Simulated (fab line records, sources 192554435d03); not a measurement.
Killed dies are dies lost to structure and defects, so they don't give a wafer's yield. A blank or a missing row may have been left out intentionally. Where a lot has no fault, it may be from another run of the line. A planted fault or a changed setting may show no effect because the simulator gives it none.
Split-lot study	flow n5_finfet	39 wafers read from 7 lots, route of 1938 steps

## SPLIT DETAILS
At N5_BEOL_M11_ILD_DEP_00 (deposits SiCOH lowk from DEMS/porogen, target thk 308.51 nm, time 58 s), the setting target_thk_a was moved away from the recipe's 3085.1 angstrom on 15 of the 39 wafers read, by -41.8% to +51.7%. The other wafers ran this setting at the recipe's value.

## FROM SPLIT TO READING: 1 step shown by the file between the two
- N5_BEOL_M11_CURE_71: cures SiCOH lowk, time 240 s

## THE READING
M11_ILD_THK in nanometres, read at N5_BEOL_M11_THK_MEAS_01. A value of 270 nm with a standard deviation of 4.5 nm is what fault-free wafers of this fab line usually give.

wafer	tool, chamber at the split	target_thk_a as run, angstrom	against the recipe	M11_ILD_THK, nm	against lot-mates on the recipe
L074.1	pecvd-02, 1	3085.1	recipe	263	-
L074.2	pecvd-02, 0	4679	+51.7%	408	+141
L074.3	pecvd-02, 1	4679	+51.7%	410	+143
L074.4	pecvd-02, 0	4679	+51.7%	415	+148
L074.5	pecvd-02, 0	3085.1	recipe	269	-
L074.6	pecvd-02, 1	3085.1	recipe	269	-
L076.1	pecvd-01, 1	3085.1	recipe	267	-
L076.2	pecvd-01, 2	3085.1	recipe	271	-
L076.3	pecvd-01, 0	4161	+34.9%	363	+93
L076.4	pecvd-01, 0	4161	+34.9%	367	+97
L076.5	pecvd-01, 1	3085.1	recipe	271	-
L076.6	pecvd-01, 2	4161	+34.9%	373	+103
L080.1	pecvd-01, 0	3085.1	recipe	277	-
L080.2	pecvd-01, 2	3085.1	recipe	273	-
L080.3	pecvd-01, 1	3085.1	recipe	273	-
L080.4	pecvd-01, 2	3085.1	recipe	283	-
L080.5	pecvd-01, 0	3085.1	recipe	281	-
L080.6	pecvd-01, 1	3085.1	recipe	277	-
L087.1	pecvd-03, 2	1796	-41.8%	147	-125
L087.2	pecvd-03, 0	1796	-41.8%	155	-117
L087.3	pecvd-03, 1	3085.1	recipe	269	-
L087.4	pecvd-03, 2	3085.1	recipe	273	-
L087.5	pecvd-03, 0	3085.1	recipe	275	-
L087.6	pecvd-03, 1	1796	-41.8%	157	-115
L092.1	pecvd-01, 0	4459	+44.5%	392	+119
L092.2	pecvd-01, 1	3085.1	recipe	266	-
L092.3	pecvd-01, 2	3085.1	recipe	273	-
L092.4	pecvd-01, 1	4459	+44.5%	395	+122
L092.5	pecvd-01, 0	4459	+44.5%	398	+125
L092.6	pecvd-01, 2	3085.1	recipe	280	-
L096.2	pecvd-03, 2	3085.1	recipe	269	-
L096.4	pecvd-03, 1	3085.1	recipe	275	-
L096.5	pecvd-03, 2	3085.1	recipe	272	-
L097.1	pecvd-03, 1	3085.1	recipe	269	-
L097.2	pecvd-03, 2	3085.1	recipe	262	-
L097.3	pecvd-03, 0	3085.1	recipe	264	-
L097.4	pecvd-03, 2	4216	+36.7%	373	+108
L097.5	pecvd-03, 1	4216	+36.7%	377	+112
L097.6	pecvd-03, 0	4216	+36.7%	370	+105

THE FIT
A straight line over all 39 wafers: M11_ILD_THK changes by +2.77 nm for each +1% of target_thk_a; r = +1.00; the points scatter about the line by 5 nm.
The same after taking each lot's own level away (the mean of its wafers on the recipe; 39 wafers): +2.82 nm for each +1%; r = +1.00; scatter 4 nm.
That fit puts the effect of the largest move of target_thk_a on the reading at 1.5e+02 nm.
The lots' own levels span 265.0 to 277.3 nm, that is 2.7 times the standard deviation above.
Consequently the slope shifts little with the lot-to-lot level, the two slopes agreeing.
Check: +146 nm against its lot-mates is what the line predicts for one of the wafers moved furthest among these (+51.7%) when that wafer is left out of the fit. Against them it came out at +141 nm.

## THE WHOLE CHAIN: every reading that the file lists as answering this split, in the file's order
step	what it does	reading	change (the file's fit)	r (the file's)
N5_BEOL_M11_ILD_DEP_00	deposits SiCOH lowk from DEMS/porogen, target thk 308.51 nm, time 58 s	SiCOH_lowk_of_BEOL_M11_ILD_DEP_00.thk_nm (the simulator's own value, which no gauge read)	+3.17 nm for each +1% of the setting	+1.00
N5_BEOL_M11_CURE_71	cures SiCOH lowk, time 240 s	SiCOH_lowk_of_BEOL_M11_ILD_DEP_00.thk_nm (the simulator's own value, which no gauge read)	+2.82 nm for each +1% of the setting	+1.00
N5_BEOL_M11_THK_MEAS_01		M11_ILD_THK	+2.82 for each +1% of the setting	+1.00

## THE FILE'S OWN FIT
M11_ILD_THK changes by +2.82 nm for each +1% of target_thk_a, r = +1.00.
